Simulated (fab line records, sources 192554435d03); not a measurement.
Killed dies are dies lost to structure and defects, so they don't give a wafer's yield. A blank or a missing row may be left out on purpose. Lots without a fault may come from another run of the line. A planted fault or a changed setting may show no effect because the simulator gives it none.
fab line records | flow n5_finfet | part 1 of 2: steps 1 to 25 of 32
record lots=5 wafers=15 last_day=17
route steps=1938 shown MOL_CONTACT_COAG@552
lots that met no fault: from a run of the same line without faults
start_h: hours from the record's first day to the start of the lot's first wafer shown | wait_h: hours since the lot's step before | " the same as in the row above | L1.1+2: a row that stands for several wafers | - no value, or no start given | * or withheld: withheld | < > ~ a bound
route shown NAME@n: a module of which the file shows steps, and the number in the route of the first | usual: mean/standard deviation of fault-free wafers | same: alike in all rows | chamber/n: place in a boat | sites: the reading at each site | _std_site: their standard deviation | _edge_site: outer sites' mean less inner sites' | radius_mm: how far each site lies from the wafer's centre | mask NAME#n: copy n | behind: the tool/chamber that last shaped the wafer | hold: why the lot was held/for how many hours/how that ended | device: the transistor (n, p or np) that didn't switch | end of line: the same wafers' tests at the end of the route | a step without rows: its recipe alone | killed: dies lost to structure and defects at the first sort, not the wafer's yield | map: a wafer's dies, x killed, . not, _ none there
set.NAME: the setting as run; set.NAME@STEP: as run at that earlier step | model.NAME: the simulator's own value behind a step, which no gauge read
lots at some steps of the route; a table a step, a row a wafer
services: from which hour (start_h, from the record's first day; less than 0 if before it) a tool's chamber was out of use, for how many hours, and why
## steps
# step N5_MOL_CONTACT_COAG_PRECLEAN_125
# recipe chemistry=DIW time_s=57.5 temp_c=23
# columns lot.wafer tool chamber start_h wait_h
L074.3+5+6 wet_bench-02 7,0,6 93.95 0.1
L076.1+4+6 wet_bench-02 1,6,0 107.23 0.1
L088.1+2+4 wet_bench-04 4,6,3 180.02 0.1
L092.1+2+3 wet_bench-04 3,0,4 203.21 0.1
L096.2+4+6 wet_bench-01 1,7,2 228.48 0.1
# step N5_MOL_CONTACT_COAG_SRD_126
# recipe dry_time_s=32 dry=n2_spin spin_rpm=1500
# columns lot.wafer tool chamber start_h wait_h
L074.3+5+6 wet_bench-02 7,0,6 93.97 0.0
L076.1+4+6 wet_bench-02 1,6,0 107.25 0.0
L088.1+2+4 wet_bench-04 4,6,3 180.04 0.0
L092.1+2+3 wet_bench-04 3,0,4 203.23 0.0
L096.2+4+6 wet_bench-01 1,7,2 228.50 0.0
# step N5_MOL_CONTACT_COAG_CMP_23
# recipe stop_on=SiO2 t_overpolish_s=1.5 post_cmp_clean=cu_alkaline down_force_psi=2 platen_rpm=50.289 pad_velocity_m_s=1.0006 target_thk_nm=0
# usual motor_current_A=8.2/0.53 overpolish_run_s=1.501/0.0094 time_to_endpoint_s=8.7/2.5
# columns lot.wafer tool chamber start_h wait_h motor_current_A overpolish_run_s time_to_endpoint_s
L074.3 cmp-04 0 94.08 0.1 7.0 1.508 6.9
L074.5 " 2 " " 8.6 1.510 12.8
L074.6 " 3 " " 8.1 1.493 10.5
L076.4 cmp-03 3 107.32 0.1 8.6 1.504 11.9
L076.1 " 0 " " 7.4 1.500 11.2
L076.6 " 3 " " 8.7 1.505 11.4
L088.1 cmp-03 3 180.11 0.1 9.0 1.511 15.3
L088.2 " 0 " " 7.7 1.510 10.5
L088.4 " 1 " " 8.3 1.504 9.9
L092.1 cmp-03 2 203.26 0.0 8.8 1.501 8.0
L092.3 " 0 " " 7.7 1.502 8.1
L092.2 " 1 " " 8.1 1.498 6.6
L096.4 cmp-02 3 228.53 0.0 8.3 1.493 8.8
L096.2 " 2 " " 8.2 1.495 9.1
L096.6 " 0 " " 8.8 1.499 10.3
# step N5_MOL_CONTACT_COAG_WET_ETCH_26
# recipe target=Co target_depth_nm=13
# columns lot.wafer tool chamber start_h wait_h
L074.3+5+6 wet_bench-01 1,7,4 94.35 0.0
L076.1+4+6 wet_bench-02 4,5,0 107.63 0.0
L088.1+2+4 wet_bench-01 3,1,7 180.42 0.0
L092.1+2+3 wet_bench-04 7,1,3 203.69 0.1
L096.2+4+6 wet_bench-04 5,6,3 228.88 0.0
# step N5_MOL_CONTACT_COAG_WET_ETCH_116
# recipe chemistry=SC1-inhibited target_depth_nm=4.6 dry=ipa_marangoni rinse_time_s=30 rinse_temp_c=23
# usual rinse_temp_c=23.01/0.11
# columns lot.wafer tool chamber start_h wait_h rinse_temp_c
L074.3 wet_bench-01 1 94.50 0.0 23.08
L074.5 " 7 " " 23.08
L074.6 " 4 " " 23.00
L076.1 wet_bench-02 4 107.78 0.0 22.97
L076.4 " 5 " " 23.14
L076.6 " 0 " " 23.10
L088.1 wet_bench-01 3 180.57 0.0 22.89
L088.2 " 1 " " 23.05
L088.4 " 7 " " 23.08
L092.1 wet_bench-04 7 203.84 0.0 22.94
L092.2 " 1 " " 22.97
L092.3 " 3 " " 23.09
L096.2 wet_bench-04 5 229.03 0.0 22.97
L096.4 " 6 " " 22.94
L096.6 " 3 " " 22.89
# step N5_MOL_CONTACT_COAG_ALD_27
# recipe material=SiOC target_thk_a=170 temp_c=400 ald_precursor_family=carbosiloxane ald_co_reactant=H2-plasma pulse_time_s=1.5 time_s=2720 purge_time_s=2 co_reactant_purge_time_s=2 ald_cycles=340 pressure_torr=2
# usual heater_power_w=831/75 precursor_pulse_height_rel=0.999/0.02
# columns lot.wafer tool chamber start_h wait_h heater_power_w precursor_pulse_height_rel
L074.3 ald_sin-01 0 94.82 0.0 754 1.041
L074.5 " 2 " " 717 1.014
L074.6 " 1 " " 854 1.031
L076.1 ald_sin-01 0 108.10 0.0 758 1.026
L076.4 " 2 " " 731 1.029
L076.6 " 2 " " 708 1.023
L088.1 ald_sin-03 3 180.89 0.0 730 0.968
L088.2 " 2 " " 979 0.999
L088.4 " 1 " " 958 0.968
L092.1 ald_sin-02 3 204.17 0.0 828 1.000
L092.2 " 1 " " 895 0.993
L092.3 " 2 " " 832 0.971
L096.2 ald_sin-03 2 229.35 0.0 973 0.981
L096.4 " 3 " " 772 1.012
L096.6 " 2 " " 968 0.996
# step N5_MOL_CONTACT_COAG_CMP_28
# recipe stop_on=SiNx t_overpolish_s=0.85 post_cmp_clean=alkaline_brush down_force_psi=4.15 platen_rpm=51.8 pad_velocity_m_s=1.0307 target_thk_nm=14.522
# usual motor_current_A=12.6/0.78 time_to_endpoint_s=3.7/1.9
# columns lot.wafer tool chamber start_h wait_h motor_current_A time_to_endpoint_s
L074.3 cmp-03 1 96.39 0.8 12.4 3.4
L074.6 " 1 " " 12.6 3.9
L074.5 " 2 " " 14.0 7.8
L076.4 cmp-02 1 109.74 0.9 12.3 5.4
L076.1 " 2 " " 12.7 3.9
L076.6 " 3 " " 13.0 0.1
L088.4 cmp-04 3 182.46 0.8 12.5 2.9
L088.2 " 0 " " 11.0 1.5
L088.1 " 2 " " 13.6 4.1
L092.1 cmp-03 1 205.94 1.0 11.9 3.1
L092.3 " 2 " " 13.9 4.6
L092.2 " 3 " " 13.1 6.3
L096.4 cmp-03 2 231.10 1.0 13.8 2.7
L096.2 " 3 " " 14.1 3.9
L096.6 " 2 " " 13.8 3.1
# step N5_MOL_CONTACT_COAG_THK_MEAS_29
# recipe reads=SiNx_of_GATE_CUT_PECVD_57+SiNx_of_GATE_CUT_SAC_CAP_01
# usual MD_CAP_THK=17.94/0.079
# columns lot.wafer tool chamber start_h wait_h MD_CAP_THK[nm]
L074.3 film_metro-02 - 96.69 - 17.97
L074.5 " - " " 18.00
L074.6 " - " " 18.06
L076.1 film_metro-02 - 109.96 - 17.87
L076.4 " - " " 17.85
L076.6 " - " " 17.88
L088.1 film_metro-02 - 182.75 - 17.86
L088.2 " - " " 17.93
L088.4 " - " " 18.02
L092.1 film_metro-01 - 206.24 - 17.92
L092.2 " - " " 17.94
L092.3 " - " " 17.92
L096.2 film_metro-01 - 231.40 - 18.05
L096.4 " - " " 17.99
L096.6 " - " " 18.05
# step N5_MOL_CONTACT_COAG_ALD_123
# recipe material=SiNx target_thk_a=50 temp_c=400 ald_precursor_family=SiH2I2 ald_co_reactant=N2/H2-plasma pulse_time_s=1 purge_time_s=2 co_reactant_purge_time_s=2 ald_cycles=100 pressure_torr=2
# usual heater_power_w=834/88 precursor_pulse_height_rel=1.000/0.02
# columns lot.wafer tool chamber start_h wait_h heater_power_w precursor_pulse_height_rel
L074.3 ald_sin-03 1 96.72 0.0 921 0.994
L074.5 " 0 " " 830 1.017
L074.6 " 3 " " 746 1.034
L076.1 ald_sin-01 2 110.48 0.5 707 0.969
L076.4 " 1 " " 860 0.983
L076.6 " 1 " " 855 0.983
L088.1 ald_sin-01 3 183.05 0.3 746 0.977
L088.2 " 1 " " 840 0.996
L088.4 " 2 " " 739 0.992
L092.1 ald_sin-03 2 206.27 0.0 991 1.023
L092.2 " 3 " " 755 1.029
L092.3 " 1 " " 950 0.999
L096.2 ald_sin-03 0 231.43 0.0 845 0.982
L096.4 " 2 " " 985 0.994
L096.6 " 1 " " 940 0.978
# step N5_MOL_CONTACT_COAG_PECVD_31
# recipe material=SiO2 target_thk_a=460 temp_c=400 precursor=TEOS/O2 pressure_torr=6.5 rf_w=withheld teos_flow_sccm=withheld gas=O2 flow_sccm=2650 time_s=8.9
# columns lot.wafer tool chamber start_h wait_h
L074.3+5+6 pecvd-01 2,0,1 97.23 0.3
L076.1+4+6 pecvd-04 1,0,1 110.98 0.3
L088.1+2+4 pecvd-03 1,2,0 183.55 0.3
L092.1+2+3 pecvd-03 1,2,0 206.78 0.3
L096.2+4+6 pecvd-03 2,0,2 231.94 0.3
# step N5_MOL_CONTACT_COAG_COAT_75
# recipe resist=SOC temp_c=250 time_s=60 spin_rpm=1500 resist_thk_nm=60
# columns lot.wafer tool chamber start_h wait_h
L074.3+5+6 litho_track-05 0 97.28 0.0
L076.1+4+6 litho_track-02 0 111.04 0.0
L088.1+2+4 litho_track-02 0 183.61 0.0
L092.1+2+3 litho_track-04 0 206.83 0.0
L096.2+4+6 litho_track-02 0 231.99 0.0
# step N5_MOL_CONTACT_COAG_COAT_76
# recipe resist=SiARC temp_c=220 time_s=60 spin_rpm=1500 resist_thk_nm=10
# columns lot.wafer tool chamber start_h wait_h
L074.3+5+6 litho_track-05 0 - -
L076.1+4+6 litho_track-02 0 - -
L088.1+2+4 litho_track-02 0 - -
L092.1+2+3 litho_track-04 0 - -
L096.2+4+6 litho_track-02 0 - -
# step N5_MOL_CONTACT_COAG_COAT_77
# recipe resist=underlayer temp_c=205 time_s=60 spin_rpm=1500 resist_thk_nm=10
# columns lot.wafer tool chamber start_h wait_h
L074.3+5+6 litho_track-05 0 - -
L076.1+4+6 litho_track-02 0 - -
L088.1+2+4 litho_track-02 0 - -
L092.1+2+3 litho_track-04 0 - -
L096.2+4+6 litho_track-02 0 - -
# step N5_MOL_CONTACT_COAG_COAT_78
# recipe resist=CAR-EUV spin_rpm=1500 resist_thk_nm=40
# columns lot.wafer tool chamber start_h wait_h
L074.3+5+6 litho_track-05 0 - -
L076.1+4+6 litho_track-02 0 - -
L088.1+2+4 litho_track-02 0 - -
L092.1+2+3 litho_track-04 0 - -
L096.2+4+6 litho_track-02 0 - -
# step N5_MOL_CONTACT_COAG_EBR_80
# recipe solvent=PGMEA ebr_width_mm=1.5
# same ebr_width_mm=1.5
# columns lot.wafer tool chamber start_h wait_h
L074.3+5+6 litho_track-05 0 - -
L076.1+4+6 litho_track-02 0 - -
L088.1+2+4 litho_track-02 0 - -
L092.1+2+3 litho_track-04 0 - -
L096.2+4+6 litho_track-02 0 - -
# step N5_MOL_CONTACT_COAG_SOFTBAKE_79
# recipe temp_c=110 time_s=60 resist=CAR-EUV
# columns lot.wafer tool chamber start_h wait_h
L074.3+5+6 litho_track-05 0 - -
L076.1+4+6 litho_track-02 0 - -
L088.1+2+4 litho_track-02 0 - -
L092.1+2+3 litho_track-04 0 - -
L096.2+4+6 litho_track-02 0 - -
# step N5_MOL_CONTACT_COAG_EXPOSE_81
# recipe mask_id=VG na=0.33 source_shape=annular sigma_inner=0.3 sigma_outer=0.7 polarization=unpolarized defocus_nm=0 dose_mj=59.5
# usual exposure_dose_mJ_cm2=59.24/0.12
# same sigma_outer=0.7
# columns lot.wafer tool chamber start_h wait_h mask exposure_dose_mJ_cm2
L074.3 euv_scanner-01 0 97.56 - VG#0 59.28
L074.5 " 0 " " VG#0 59.38
L074.6 " 0 " " VG#0 59.26
L076.1 euv_scanner-02 0 111.18 - VG#0 59.11
L076.4 " 0 " " VG#0 59.17
L076.6 " 0 " " VG#0 59.06
L088.1 euv_scanner-02 0 183.87 - VG#0 59.21
L088.2 " 0 " " VG#0 59.15
L088.4 " 0 " " VG#0 59.17
L092.1 euv_scanner-01 0 207.10 - VG#0 59.46
L092.2 " 0 " " VG#0 59.42
L092.3 " 0 " " VG#0 59.39
L096.2 euv_scanner-01 0 232.26 - VG#0 59.34
L096.4 " 0 " " VG#0 59.40
L096.6 " 0 " " VG#0 59.46
# step N5_MOL_CONTACT_COAG_PEB_82
# recipe peb_temp_c=100 peb_time_s=60 resist=CAR-EUV
# same peb_time_s=60
# columns lot.wafer tool chamber start_h wait_h
L074.3+5+6 litho_track-04 0 97.62 0.1
L076.1+4+6 litho_track-04 0 111.25 0.1
L088.1+2+4 litho_track-04 0 183.95 0.1
L092.1+2+3 litho_track-02 0 207.17 0.1
L096.2+4+6 litho_track-02 0 232.33 0.1
# step N5_MOL_CONTACT_COAG_DEVELOP_83
# recipe develop_time_s=30 developer=TMAH resist=CAR-EUV rinse_liquid=surfactant_rinse dry=air_spin dev_temp_c=23
# columns lot.wafer tool chamber start_h wait_h
L074.3+5+6 litho_track-04 0 - -
L076.1+4+6 litho_track-04 0 - -
L088.1+2+4 litho_track-04 0 - -
L092.1+2+3 litho_track-02 0 - -
L096.2+4+6 litho_track-02 0 - -
# step N5_MOL_CONTACT_COAG_CD_MEAS_84
# recipe target_cd_nm=25.1 landing_energy_ev=500 detector=se_inlens polarity=opening
# usual cd_nm=25.09/0.23
# columns lot.wafer tool chamber start_h wait_h cd_nm
L074.3 cd_sem-01 0 97.69 - 24.91
L074.5 " 0 " " 24.88
L074.6 " 0 " " 25.22
L076.1 cd_sem-01 0 111.32 - 24.92
L076.4 " 0 " " 25.31
L076.6 " 0 " " 25.09
L088.1 cd_sem-02 0 184.01 - 24.62
L088.2 " 0 " " 24.79
L088.4 " 0 " " 25.19
L092.1 cd_sem-03 0 207.24 - 25.09
L092.2 " 0 " " 24.89
L092.3 " 0 " " 25.22
L096.2 cd_sem-01 0 232.40 - 25.54
L096.4 " 0 " " 24.99
L096.6 " 0 " " 24.92
# step N5_MOL_CONTACT_COAG_OVL_MEAS_85
# recipe points_per_wafer=522
# usual VG_OVL=0.4/0.62
# columns lot.wafer tool chamber start_h wait_h VG_OVL[nm]
L074.3 overlay-02 0 97.73 0.0 -0.4
L074.5 " 0 " " -1.5
L074.6 " 0 " " 0.1
L076.1 overlay-01 0 111.35 0.0 0.7
L076.4 " 0 " " 0.7
L076.6 " 0 " " 1.1
L088.1 overlay-01 0 184.04 0.0 0.1
L088.2 " 0 " " 1.0
L088.4 " 0 " " 0.7
L092.1 overlay-01 0 207.27 0.0 -0.4
L092.2 " 0 " " 1.4
L092.3 " 0 " " 0.3
L096.2 overlay-01 0 232.44 0.0 -1.0
L096.4 " 0 " " -0.9
L096.6 " 0 " " -0.5
# step N5_MOL_CONTACT_COAG_INSPECT_57
# recipe mode=adi inspect_instrument=brightfield
# usual raw_defect_count=208/59
# columns lot.wafer tool chamber start_h wait_h raw_defect_count
L074.3 defect_inspect-02 - 97.78 0.0 188
L074.5 " - " " 236
L074.6 " - " " 171
L076.1 defect_inspect-02 - 111.41 0.1 220
L076.4 " - " " 213
L076.6 " - " " 192
L088.1 defect_inspect-02 - 184.10 0.1 211
L088.2 " - " " 194
L088.4 " - " " 324
L092.1 defect_inspect-02 - 207.33 0.1 268
L092.2 " - " " 265
L092.3 " - " " 251
L096.2 defect_inspect-02 - 232.49 0.0 196
L096.4 " - " " 215
L096.6 " - " " 215
# step N5_MOL_CONTACT_COAG_DESCUM_88
# recipe chemistry=O2 time_s=7 source_power_w=50 bias_power_w=20 pressure_mtorr=20 rf_frequency_hz=2.712e+07 temp_c=40 resist=CAR-EUV o2_flow_sccm=225
# usual drypump_motor_current_A=5.7/0.51 o2_flow_sccm=225.0/0.73 oes_product_au=0.78/0.077 rf_vpp_V=242.8/1.4 showerhead_plenum_p_Torr=2.08/0.068 throttle_valve_pct=20.53/0.18
# columns lot.wafer tool chamber start_h wait_h drypump_motor_current_A o2_flow_sccm oes_product_au rf_hours_counter_h rf_vpp_V showerhead_plenum_p_Torr throttle_valve_pct
L074.3 rie_diel-05 3 98.09 0.3 5.4 224.2 0.78 137 244.2 2.10 20.47
L074.5 " 3 " " 5.4 225.0 0.78 - 243.5 2.10 20.46
L074.6 " 2 " " 6.5 226.0 0.83 - 244.5 2.11 20.29
L076.1 rie_diel-04 0 111.44 0.0 6.0 225.6 0.77 118 243.5 2.19 20.47
L076.4 " 2 " " 4.8 224.4 0.73 184 243.9 2.17 20.53
L076.6 " 2 " " 4.9 223.6 0.73 - 244.5 2.17 20.51
L088.1 rie_diel-04 3 184.14 0.0 4.9 225.9 0.73 162 241.9 2.01 20.72
L088.2 " 1 " " 5.8 224.8 0.85 45 244.1 2.12 20.60
L088.4 " 2 " " 4.9 223.9 0.70 - 244.1 2.16 20.53
L092.1 rie_diel-05 1 207.36 0.0 6.1 225.5 0.73 209 242.9 1.97 20.64
L092.2 " 2 " " 6.5 224.7 0.79 137 244.4 2.10 20.34
L092.3 " 0 " " 5.8 224.3 0.72 192 243.0 2.08 20.83
L096.2 rie_diel-05 3 232.54 0.1 5.4 224.4 0.74 186 242.9 2.08 20.52
L096.4 " 1 " " 6.1 225.7 0.73 218 241.7 1.96 20.66
L096.6 " 3 " " 5.4 224.8 0.74 - 242.6 2.08 20.52
# step N5_MOL_CONTACT_COAG_ETCH_89
# recipe chemistry=N2/H2 target=underlayer target_depth_a=130 mask_material=CAR-EUV time_s=10.4 ion_energy_ev=200 pressure_mtorr=30 source_w=840 bias_w=150 n2_flow_sccm=200 h2_flow_sccm=200 ends=cleared
# usual drypump_motor_current_A=5.7/0.51 etch_rf_on_time_s=10.23/0.29 oes_product_au=0.67/0.067 rf_vpp_V=523.2/2.5 showerhead_plenum_p_Torr=2.52/0.083 throttle_valve_pct=17.93/0.23
# columns lot.wafer tool chamber start_h wait_h drypump_motor_current_A etch_rf_on_time_s oes_product_au rf_hours_counter_h rf_vpp_V showerhead_plenum_p_Torr throttle_valve_pct
L074.3 rie_diel-05 3 98.12 0.0 5.4 9.86 0.69 137 522.9 2.53 17.65
L074.5 " 3 " " 5.4 9.87 0.69 - 524.3 2.53 17.66
L074.6 " 2 " " 6.5 10.11 0.71 - 523.7 2.57 17.74
L076.1 rie_diel-04 0 111.48 0.0 6.0 10.51 0.65 118 527.2 2.68 18.12
L076.4 " 2 " " 4.9 10.93 0.61 184 526.6 2.63 17.87
L076.6 " 2 " " 4.8 10.94 0.60 - 526.5 2.63 17.85
L088.1 rie_diel-04 3 184.17 0.0 4.9 10.17 0.62 162 520.9 2.44 18.13
L088.2 " 1 " " 5.8 10.31 0.74 45 524.5 2.58 18.07
L088.4 " 2 " " 4.9 10.84 0.60 - 527.5 2.62 17.90
L092.1 rie_diel-05 1 207.40 0.0 6.1 10.20 0.63 209 519.4 2.41 18.14
L092.2 " 2 " " 6.5 10.26 0.67 137 524.0 2.55 17.80
L092.3 " 0 " " 5.8 10.72 0.62 192 522.4 2.53 18.28
L096.2 rie_diel-05 3 232.58 0.0 5.4 9.87 0.65 186 524.4 2.51 17.72
L096.4 " 1 " " 6.1 10.14 0.61 218 520.5 2.40 18.15
L096.6 " 3 " " 5.4 9.84 0.64 - 522.9 2.51 17.72
# step N5_MOL_CONTACT_COAG_ETCH_90
# recipe chemistry=CF4 target=SiARC target_depth_a=130 mask_material=CAR-EUV time_s=21.7 ion_energy_ev=80 pressure_mtorr=40 source_w=545 bias_w=36 Ar_flow_sccm=100 cf4_flow_sccm=100 ends=cleared
# usual drypump_motor_current_A=5.7/0.51 etch_rf_on_time_s=21.3/0.66 oes_product_au=0.67/0.067 rf_vpp_V=183.8/1.2 showerhead_plenum_p_Torr=2.12/0.066 throttle_valve_pct=15.68/0.2
# columns lot.wafer tool chamber start_h wait_h drypump_motor_current_A etch_rf_on_time_s oes_product_au rf_hours_counter_h rf_vpp_V showerhead_plenum_p_Torr throttle_valve_pct
L074.3 rie_diel-05 3 98.14 0.0 5.4 20.8 0.67 137 184.7 2.14 15.54
L074.5 " 3 " " 5.4 20.5 0.69 - 184.3 2.14 15.52
L074.6 " 2 " " 6.5 21.0 0.71 - 184.8 2.15 15.46
L076.1 rie_diel-04 0 111.50 0.0 6.0 21.5 0.66 118 184.4 2.24 15.70
L076.4 " 2 " " 4.8 22.8 0.60 184 184.7 2.21 15.68
L076.6 " 2 " " 4.9 22.9 0.61 - 185.3 2.21 15.68
L088.1 rie_diel-04 3 184.19 0.0 4.9 21.0 0.63 162 183.5 2.05 15.84
L088.2 " 1 " " 5.8 21.4 0.75 45 184.9 2.18 15.79
L088.4 " 2 " " 4.9 22.5 0.60 - 184.1 2.21 15.72
L092.1 rie_diel-05 1 207.42 0.0 6.1 20.5 0.64 209 181.6 2.03 15.98
L092.2 " 2 " " 6.5 21.1 0.68 137 184.4 2.13 15.54
L092.3 " 0 " " 5.8 21.7 0.62 192 181.6 2.11 15.91
L096.2 rie_diel-05 3 232.60 0.0 5.4 20.4 0.65 186 184.2 2.12 15.64
L096.4 " 1 " " 6.1 20.5 0.62 218 182.2 2.02 15.98
L096.6 " 3 " " 5.4 20.5 0.64 - 186.3 2.12 15.64
